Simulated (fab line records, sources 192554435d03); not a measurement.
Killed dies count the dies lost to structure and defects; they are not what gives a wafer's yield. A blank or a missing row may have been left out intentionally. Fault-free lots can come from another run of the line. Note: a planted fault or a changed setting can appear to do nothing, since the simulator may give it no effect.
Matching of chambers / flow n5-finfet / N5_MOL_CONTACT_COAG_ETCH_65 on rie-diel-01 has 4 sister chambers
The step etches underlayer in N2/H2, target depth 13 nm, time 10.4 s. 4 wafers are shown with their chamber, then 7 later ones without.

## WAFERS WITH THEIR CHAMBER
wafer=L078.2; chamber=3; showerhead-plenum-p-Torr (Torr)=2.53
wafer=L079.4; chamber=1; showerhead-plenum-p-Torr (Torr)=2.50
wafer=L089.1; chamber=0; showerhead-plenum-p-Torr (Torr)=2.68
wafer=L089.3; chamber=2; showerhead-plenum-p-Torr (Torr)=2.46

## WAFERS MISSING THEIR CHAMBER
wafer=L089.6; showerhead-plenum-p-Torr (Torr)=2.52
wafer=L091.3; showerhead-plenum-p-Torr (Torr)=2.46
wafer=L091.4; showerhead-plenum-p-Torr (Torr)=2.46
wafer=L091.6; showerhead-plenum-p-Torr (Torr)=2.68
wafer=L094.2; showerhead-plenum-p-Torr (Torr)=2.67
wafer=L094.4; showerhead-plenum-p-Torr (Torr)=2.49
wafer=L094.5; showerhead-plenum-p-Torr (Torr)=2.46

## WHICH CHAMBER EACH ONE RAN IN
wafer=L089.6; from the rows above=can't be placed: 3 or 1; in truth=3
wafer=L091.3; from the rows above=2; in truth=2
wafer=L091.4; from the rows above=2; in truth=2
wafer=L091.6; from the rows above=0; in truth=0
wafer=L094.2; from the rows above=0; in truth=0
wafer=L094.4; from the rows above=1; in truth=1
wafer=L094.5; from the rows above=2; in truth=2
Correct placement for 6 of the 7. Cannot be placed on the basis of these rows: 1; the candidates contain the true chamber in 1. 0 placed wrongly.
How it was worked out, from the rows above alone: a wafer's distance from a chamber is the root of the sum, over the readings, of the square of ((its reading less the chamber's mean) divided by the reading's scatter). The wafer belongs to the nearest chamber; if the next one is less than 2 further off, it can't be placed. The mean given for a chamber averages the wafers shown for that chamber. The scatter: with one shown wafer a chamber, the root of the mean of the squares of how far each hidden wafer lies from its nearest shown one.
